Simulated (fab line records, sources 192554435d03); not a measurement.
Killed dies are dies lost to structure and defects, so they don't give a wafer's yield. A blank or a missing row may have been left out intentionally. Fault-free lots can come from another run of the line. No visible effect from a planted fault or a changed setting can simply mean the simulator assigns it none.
fab line records    flow n5_finfet
record lots=10  wafers=30  last_day=18
route steps=1938 shown BEOL_M13@1693
lots that met no fault: taken from a fault-free run of the same line
start_h: start of the lot's first displayed wafer, in hours after the record's first day    wait_h: time in hours since the lot's previous step    " unchanged from the row above    L1.1+2: one row covering several wafers at once    - either no value or no given start    * or withheld: withheld    < > ~ a bound
route shown NAME@n: names a module that has steps shown in the file, with the first one's number in the route    usual: average and standard deviation across the fault-free wafers    same: alike in all rows    chamber/n: place in a boat    sites: each site's reading    _std_site: the values' standard deviation    _edge_site: outer sites' mean less inner sites'    radius_mm: how far each site lies from the wafer's centre    mask NAME#n: copy n    behind: the most recent tool/chamber to have shaped the wafer    hold: why the lot was held/for how many hours/how that ended    device: which transistor (n, p or np) failed to switch    end of line: the route-end tests of the same wafers    a step given without rows: its recipe and nothing more    killed: at the first sort, the dies lost to defects and structure; wafer yield is something else    map: per-die view of a wafer (x killed, . not killed, _ where there is no die)
set.NAME: the setting that was run; set.NAME@STEP: the one run at that earlier step    model.NAME: the simulator's own value behind a step, which no gauge read
steps of the route over a sample of lots; a table a step, a row a wafer
services: from which hour (start_h, from the record's first day; less than 0 if before it) a tool's chamber was out of use, for how many hours, and why
## steps
# step N5_BEOL_M13_ETCH_67
# recipe chemistry=CF4  target=SiARC  target_depth_a=1430  time_s=238.3  ion_energy_ev=80  pressure_mtorr=40  source_w=545  bias_w=36  Ar_flow_sccm=100  cf4_flow_sccm=100  ends=cleared
# usual chamber_pressure_mTorr=40.00/0.033  drypump_motor_current_A=5.8/0.4  etch_rf_on_time_s=239/4.9  mfc_ar_sccm=100.01/0.29  oes_product_au=0.67/0.077  rf_vpp_V=184.0/1.2  showerhead_plenum_p_Torr=2.14/0.071  throttle_valve_pct=15.61/0.24
lot.wafer  tool         chamber  start_h  wait_h  chamber_pressure_mTorr  drypump_motor_current_A  etch_rf_on_time_s  mfc_ar_sccm  oes_product_au  rf_hours_counter_h  rf_vpp_V  showerhead_plenum_p_Torr  throttle_valve_pct
L190.1     rie_diel-03  0        256.78   0.0     40.00                   5.9                      242                99.80        0.70            74                  183.2     2.08                      15.39
L190.4     "            1        "        "       40.01                   5.7                      238                100.09       0.65            164                 183.9     2.14                      15.47
L190.6     "            0        "        "       39.96                   5.9                      243                100.02       0.70            -                   182.1     2.08                      15.37
L191.3     rie_diel-03  3        269.89   0.0     39.97                   5.5                      239                100.53       0.59            211                 186.8     2.21                      15.73
L191.5     "            2        "        "       40.04                   6.0                      238                99.52        0.64            -                   181.8     2.05                      15.76
L191.6     "            1        "        "       39.98                   5.7                      238                100.31       0.64            -                   184.0     2.14                      15.47
L197.4     rie_diel-02  1        296.18   0.1     39.99                   6.3                      238                99.79        0.79            -                   182.7     2.10                      15.26
L197.5     "            2        "        "       40.02                   5.9                      239                99.12        0.63            -                   184.2     2.14                      15.90
L197.6     "            0        "        "       40.00                   5.7                      241                100.30       0.76            -                   183.1     2.17                      15.31
L198.4     rie_diel-02  2        310.32   0.1     39.99                   5.9                      239                99.68        0.63            -                   185.1     2.14                      15.92
L198.5     "            3        "        "       40.05                   4.9                      231                99.86        0.61            -                   181.9     2.03                      16.08
L198.6     "            1        "        "       39.99                   6.3                      237                100.42       0.77            -                   185.0     2.10                      15.29
L203.2     rie_diel-04  2        319.76   0.0     39.94                   5.8                      241                100.71       0.59            208                 184.0     2.12                      15.74
L203.4     "            3        "        "       40.06                   6.2                      246                99.83        0.68            -                   186.2     2.26                      15.67
L203.5     "            2        "        "       39.98                   5.8                      240                100.31       0.60            -                   184.9     2.13                      15.74
L201.1     rie_diel-02  2        320.28   0.0     40.00                   5.8                      238                100.42       0.62            187                 184.8     2.14                      15.94
L201.3     "            0        "        "       40.05                   5.7                      243                99.97        0.76            38                  184.3     2.17                      15.31
L201.5     "            1        "        "       39.96                   6.3                      238                99.98        0.76            -                   182.7     2.10                      15.29
L209.1     rie_diel-02  0        367.66   0.0     40.02                   5.7                      239                99.85        0.74            52                  184.1     2.16                      15.33
L209.5     "            3        "        "       40.03                   4.9                      225                99.63        0.84            -                   186.9     2.28                      15.59
L209.6     "            2        "        "       39.97                   5.8                      239                99.55        0.61            -                   182.9     2.13                      15.95
L210.1     rie_diel-02  1        390.42   0.0     40.00                   6.3                      238                100.40       0.74            53                  183.0     2.09                      15.32
L210.4     "            2        "        "       39.97                   5.9                      241                99.74        0.61            209                 184.1     2.13                      15.99
L210.5     "            3        "        "       39.99                   4.9                      225                100.57       0.82            -                   184.6     2.28                      15.62
L211.1     rie_diel-03  3        401.11   0.0     39.99                   5.5                      243                99.98        0.56            247                 185.6     2.20                      15.80
L211.2     "            0        "        "       40.02                   5.9                      243                99.97        0.66            112                 183.7     2.07                      15.46
L211.5     "            0        "        "       40.03                   6.0                      246                100.13       0.66            -                   183.9     2.07                      15.46
L212.2     rie_diel-04  3        403.69   0.0     39.96                   6.3                      246                99.74        0.66            117                 185.8     2.25                      15.73
L212.3     "            2        "        "       39.98                   5.8                      240                100.12       0.58            233                 182.7     2.12                      15.78
L212.5     "            2        "        "       40.01                   5.8                      239                100.00       0.59            -                   184.1     2.12                      15.77
# step N5_BEOL_M13_DEGAS_41
# recipe ambient=vacuum  temp_c=250  time_s=60
# usual heater_power_w=342/29
# same time_s=60
lot.wafer  tool            chamber  start_h  wait_h  heater_power_w
L190.1     pvd_sputter-01  -        261.19   0.1     365
L190.4     "               -        "        "       315
L190.6     "               -        "        "       354
L191.3     pvd_sputter-01  -        271.36   0.5     357
L191.5     "               -        "        "       359
L191.6     "               -        "        "       297
L197.4     pvd_sputter-01  -        301.99   0.3     354
L197.5     "               -        "        "       364
L197.6     "               -        "        "       297
L198.4     pvd_sputter-01  -        312.94   0.2     311
L198.5     "               -        "        "       364
L198.6     "               -        "        "       368
L203.2     pvd_sputter-03  -        320.84   0.2     365
L203.4     "               -        "        "       347
L203.5     "               -        "        "       331
L201.1     pvd_sputter-03  -        321.20   0.0     329
L201.3     "               -        "        "       360
L201.5     "               -        "        "       342
L209.1     pvd_sputter-02  -        369.77   0.6     303
L209.5     "               -        "        "       300
L209.6     "               -        "        "       390
L210.1     pvd_sputter-01  -        394.75   0.2     311
L210.4     "               -        "        "       291
L210.5     "               -        "        "       319
L211.1     pvd_sputter-01  -        403.98   0.4     296
L211.2     "               -        "        "       314
L211.5     "               -        "        "       310
L212.2     pvd_sputter-01  -        405.76   0.4     367
L212.3     "               -        "        "       315
L212.5     "               -        "        "       356
# step N5_BEOL_M13_SPUTTER_43
# recipe material=TaN  target_thk_a=150  temp_c=50  bias_v=168.6  power_w=15000  chamber_pressure_pa=0.12  time_s=24.19
# usual cathode_dc_power_W=15000/3  throttle_valve_pct=30.2/1
# same time_s=24.19
lot.wafer  tool            chamber  start_h  wait_h  cathode_dc_power_W  throttle_valve_pct
L190.1     pvd_sputter-01  -        261.27   0.0     15001               32.4
L190.4     "               -        "        "       15007               29.7
L190.6     "               -        "        "       14998               31.8
L191.3     pvd_sputter-01  -        271.44   0.0     15000               29.8
L191.5     "               -        "        "       15001               32.1
L191.6     "               -        "        "       15002               30.8
L197.4     pvd_sputter-01  -        302.07   0.0     17470               32.1
L197.5     "               -        "        "       17477               32.0
L197.6     "               -        "        "       14995               30.6
L198.4     pvd_sputter-01  -        313.02   0.0     14995               30.0
L198.5     "               -        "        "       17474               31.8
L198.6     "               -        "        "       15000               29.8
L203.2     pvd_sputter-03  -        320.92   0.0     15004               30.6
L203.4     "               -        "        "       15006               30.4
L203.5     "               -        "        "       15002               30.4
L201.1     pvd_sputter-03  -        321.28   0.0     15005               30.3
L201.3     "               -        "        "       14996               31.1
L201.5     "               -        "        "       15001               30.0
L209.1     pvd_sputter-02  -        369.85   0.0     15004               30.9
L209.5     "               -        "        "       15000               31.3
L209.6     "               -        "        "       15005               28.2
L210.1     pvd_sputter-01  -        394.83   0.0     14997               29.9
L210.4     "               -        "        "       15001               31.0
L210.5     "               -        "        "       14995               30.1
L211.1     pvd_sputter-01  -        404.06   0.0     14995               31.0
L211.2     "               -        "        "       15000               29.7
L211.5     "               -        "        "       14999               29.5
L212.2     pvd_sputter-01  -        405.84   0.0     14999               30.1
L212.3     "               -        "        "       15000               29.8
L212.5     "               -        "        "       14997               31.8
# step N5_BEOL_M13_CMP_49
# recipe stop_on=SiOC  t_overpolish_s=17.1  down_force_psi=1  platen_rpm=50  clearing_platen_down_force_psi=1.5  clearing_platen_rpm=50  post_cmp_clean=cu_alkaline  target_thk_nm=420  clearing_platen_pad_velocity_m_s=0.99484  pad_velocity_m_s=0.99484
# usual barrier_field_endpoint_s=30.7/0.83  motor_current_A=6.3/0.65
lot.wafer  tool    chamber  start_h  wait_h  barrier_field_endpoint_s  motor_current_A
L190.1     cmp-04  3        262.47   0.3     30.7                      7.0
L190.4     "       1        "        "       32.2                      6.1
L190.6     "       2        "        "       30.3                      5.7
L191.3     cmp-04  0        272.25   0.2     30.2                      7.1
L191.6     "       2        "        "       29.1                      5.7
L191.5     "       3        "        "       29.4                      6.6
L197.4     cmp-01  1        302.98   0.2     32.9                      6.2
L197.5     "       2        "        "       33.6                      7.2
L197.6     "       3        "        "       30.0                      6.4
L198.4     cmp-04  0        314.21   0.2     32.1                      7.1
L198.6     "       1        "        "       32.1                      6.1
L198.5     "       2        "        "       34.1                      5.8
L203.2     cmp-04  0        321.91   0.3     30.3                      7.0
L203.4     "       1        "        "       30.3                      6.0
L203.5     "       2        "        "       30.5                      5.8
L201.3     cmp-01  2        322.37   0.2     30.2                      7.2
L201.1     "       3        "        "       28.9                      6.8
L201.5     "       1        "        "       29.6                      6.3
L209.1     cmp-04  2        370.58   0.3     30.3                      5.7
L209.6     "       2        "        "       29.0                      5.7
L209.5     "       3        "        "       30.4                      6.7
L210.1     cmp-03  0        395.82   0.3     32.3                      6.6
L210.4     "       2        "        "       30.9                      5.7
L210.5     "       0        "        "       32.4                      7.0
L211.1     cmp-04  3        404.84   0.3     29.4                      6.7
L211.2     "       1        "        "       30.7                      5.9
L211.5     "       3        "        "       30.7                      6.4
L212.2     cmp-01  0        406.66   0.3     30.9                      5.3
L212.3     "       1        "        "       29.5                      6.4
L212.5     "       3        "        "       29.5                      6.6
# step N5_BEOL_M13_THK_MEAS_50
# recipe thk_meas_gauge=xrf  reads=Cu_of_BEOL_M13_ECD_47
# usual M13_THK=416/5.7
lot.wafer  tool           chamber  start_h  wait_h  M13_THK[nm]
L190.1     film_metro-01  -        262.73   -       416
L190.4     "              -        "        "       419
L190.6     "              -        "        "       420
L191.3     film_metro-02  -        272.48   -       415
L191.5     "              -        "        "       419
L191.6     "              -        "        "       421
L197.4     film_metro-01  -        303.16   -       419
L197.5     "              -        "        "       413
L197.6     "              -        "        "       412
L198.4     film_metro-01  -        314.39   -       417
L198.5     "              -        "        "       415
L198.6     "              -        "        "       419
L203.2     film_metro-02  -        322.13   -       419
L203.4     "              -        "        "       422
L203.5     "              -        "        "       424
L201.1     film_metro-01  -        322.59   -       408
L201.3     "              -        "        "       410
L201.5     "              -        "        "       418
L209.1     film_metro-02  -        370.88   -       424
L209.5     "              -        "        "       429
L209.6     "              -        "        "       421
L210.1     film_metro-02  -        396.13   0.3     418
L210.4     "              -        "        "       410
L210.5     "              -        "        "       421
L211.1     film_metro-02  -        405.09   -       418
L211.2     "              -        "        "       424
L211.5     "              -        "        "       422
L212.2     film_metro-01  -        406.88   -       417
L212.3     "              -        "        "       420
L212.5     "              -        "        "       418
## services
tool            chamber  start_h  hours  kind
cmp-01          -        240.40   0.8    repair
cmp-03          -        240.84   7.0    pm
cmp-04          -        249.13   2.6    repair
rie_diel-02     1        257.11   6.0    repair
cmp-01          -        262.66   2.6    repair
cmp-01          -        269.90   1.7    repair
rie_diel-04     0        284.54   18.3   repair
rie_diel-02     3        293.80   6.4    repair
cmp-04          -        300.89   0.4    repair
pvd_sputter-02  -        310.46   4.5    repair
rie_diel-03     0        318.87   4.7    repair
pvd_sputter-02  -        324.98   1.7    repair
rie_diel-03     0        325.59   3.4    repair
cmp-04          -        325.59   4.0    pm
pvd_sputter-03  -        330.58   2.5    repair
pvd_sputter-03  -        333.25   7.2    repair
pvd_sputter-02  -        343.85   3.3    repair
rie_diel-04     1        350.14   7.9    repair
cmp-01          -        351.43   0.8    repair
rie_diel-04     0        378.54   9.7    repair
pvd_sputter-01  -        379.91   5.9    repair
cmp-04          -        388.25   0.5    repair
pvd_sputter-02  -        392.32   6.4    repair
pvd_sputter-01  -        398.43   1.6    repair
## key
first_sign step=N5_BEOL_M13_SPUTTER_43  reading=cathode_dc_power_W  direction=up  sigmas=99+  usual=*  struck=*
effect step=N5_BEOL_M13_CMP_49  reading=barrier_field_endpoint_s  direction=up  sigmas=3.5  usual=30.7  struck=33.5
met_at N5_BEOL_M13_SPUTTER_43
struck_lots L197,L198
struck_wafers L197.4,L197.5,L198.5
not_acting_at N5_BEOL_M13_ETCH_67,N5_BEOL_M13_DEGAS_41,N5_BEOL_M13_THK_MEAS_50
onset_between 271.44 302.07
fault kind=process_parameter_drift  tool=pvd_sputter-01  chamber=-  onset_h=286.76  steps=N5_BEOL_M13_SPUTTER_43  channel=power_w  offset=*  shape=step  end_h=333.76  acts_in=*  stated=*  scope=struck_wafers_only
